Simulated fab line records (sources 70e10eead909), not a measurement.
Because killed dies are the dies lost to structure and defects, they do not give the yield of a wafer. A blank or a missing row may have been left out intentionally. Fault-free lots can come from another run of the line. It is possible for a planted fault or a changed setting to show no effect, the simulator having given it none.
Comparing a struck lot with a sound one || flow nand harc || 15 out of 1159 route steps
Sound: the wafers L485.2, L485.3, L485.6. Wafers struck: L492.3, L492.4, L492.5. Last of all comes the cause.
Order at every step that has rows: each side's tool, ch and its chambers, its first start. Under that, the readings that differ: sound wafers || struck wafers || difference of the means || sigmas: that difference in standard deviations of wafers without a fault.
alike: readings whose means differ by less than 2 such deviations, and words and numbers that are the same on both sides. not compared: withheld readings, readings that some wafer has no value for, bounds like >300 that may hide the same value, and numbers for which the record gives no deviation and whose values overlap.
The two part at a step that has a row with sigmas, a row that says differs or no value, or rows on one side only. Non-overlapping numbers with no deviation appear without sigmas and do not part them. A reading missing from all wafers of one side parts the sides only when that side holds two or more wafers.

NHARC_A_CHANNEL_FILL_D1_ALD_16: deposits SiO2, target thk 1.5 nm, pulse time 10 s, ald cycles 15.
  sound on ald hk-04 ch 0,1, day 11 01:42; struck on ald hk-01 ch 0,2, day 13 11:35
  alike: heater power w, precursor pulse height rel
then, 2 steps without rows for these wafers: NHARC_A_CHANNEL_FILL_D1_ANNEAL_17 (time 1800 s); NHARC_A_CHANNEL_FILL_D1_CVD_18 (deposits poly-Si, target thk 3 nm).
NHARC_A_CHANNEL_FILL_D1_ETCHBACK_19: etches the open film in HBr/Cl2, target depth 5 nm, time 1.7 s.
  sound on rie si-01 ch 1,2, day 11 13:21; struck on rie si-06 ch 0,3, day 13 23:10
  alike: drypump motor current A, oes product au, rf fwd power W, throttle valve pct
  not compared: rf hours counter h
then, 1 step without rows for these wafers: NHARC_A_CHANNEL_FILL_D1_ETCHBACK_20 (etches the open film in C4F8/O2/Ar, target depth 27 nm, time 13.5 s).
NHARC_A_CHANNEL_FILL_D1_STRIP_28: strips in O2, time 20 s.
  sound on rie diel-03 ch 0,1,2, day 11 13:34; struck on rie diel-06 ch 1,2, day 13 23:26
  alike: drypump motor current A, o2 flow sccm, oes product au, rf vpp V, showerhead plenum p Torr, throttle valve pct
  not compared: rf hours counter h
then, 4 steps without rows for these wafers: NHARC_A_CHANNEL_FILL_D1_PRECLEAN_21 (cleans in dHF, time 30 s); NHARC_A_CHANNEL_FILL_D1_SRD_23; NHARC_A_CHANNEL_FILL_D1_CVD_05 (deposits poly-Si, target thk 5 nm); NHARC_A_CHANNEL_FILL_D1_ANNEAL_22 (time 7200 s).
NHARC_A_CHANNEL_FILL_D1_THK_MEAS_06: measures by ellipsometry.
  sound: film metro-02 at day 12 01:15; struck: film metro-01 at day 14 10:56
  alike: thk nm
NHARC_A_CHANNEL_FILL_D1_ALD_25: deposits SiOx, target thk 60 nm, pulse time 10 s, ald cycles 600.
  sound on ald hk-01 ch 1,2,3, day 12 01:18; struck on ald hk-01 ch 0,2, day 14 12:07
  alike: heater power w, precursor pulse height rel
NHARC_A_CHANNEL_FILL_D1_ETCHBACK_08: etches the open film in C4F8, target depth 220 nm, time 110 s.
  sound on rie diel-06 ch 1,2, day 12 06:49; struck on rie diel-06 ch 1,3, day 14 17:01
{"reading": "rf fwd power W (W)", "sound": "596.5 594.7 596.5", "struck": "691.9 691.1 693.0", "difference": "+96.1", "sigmas": "+46"}
  alike: oes product au, rf vpp V
  not compared: rf hours counter h
NHARC_A_CHANNEL_FILL_D1_STRIP_29: strips in O2, time 20 s.
  sound on rie diel-06 ch 0,3; struck on rie diel-06 ch 1,2, day 14 17:11
  alike: drypump motor current A, o2 flow sccm, oes product au, rf vpp V, showerhead plenum p Torr, throttle valve pct
  not compared: rf hours counter h
-- break in the record here, with 9 days between the starts of the struck wafers on either side (left off in module A_CHANNEL_FILL_D1, picked up again in module END, where the first step shown is number 1159 on the route) --
NHARC_END_SORT_01:
  sound on prober-01 ch 0, day 21 23:52; struck on prober-02 ch 0, day 23 22:51
  alike: killed at array, killed at other, killed at periphery, killed dies, killed open, killed short

## WHERE THEY PART
NHARC_A_CHANNEL_FILL_D1_ETCHBACK_08 only, going by this record. Later steps at which nothing parts them and some readings are alike: NHARC_A_CHANNEL_FILL_D1_STRIP_29, NHARC_END_SORT_01.

WHY: what had been put in by the simulator
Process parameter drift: rie diel-06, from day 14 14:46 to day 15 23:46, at NHARC_A_CHANNEL_FILL_D1_ETCHBACK_08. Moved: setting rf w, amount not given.
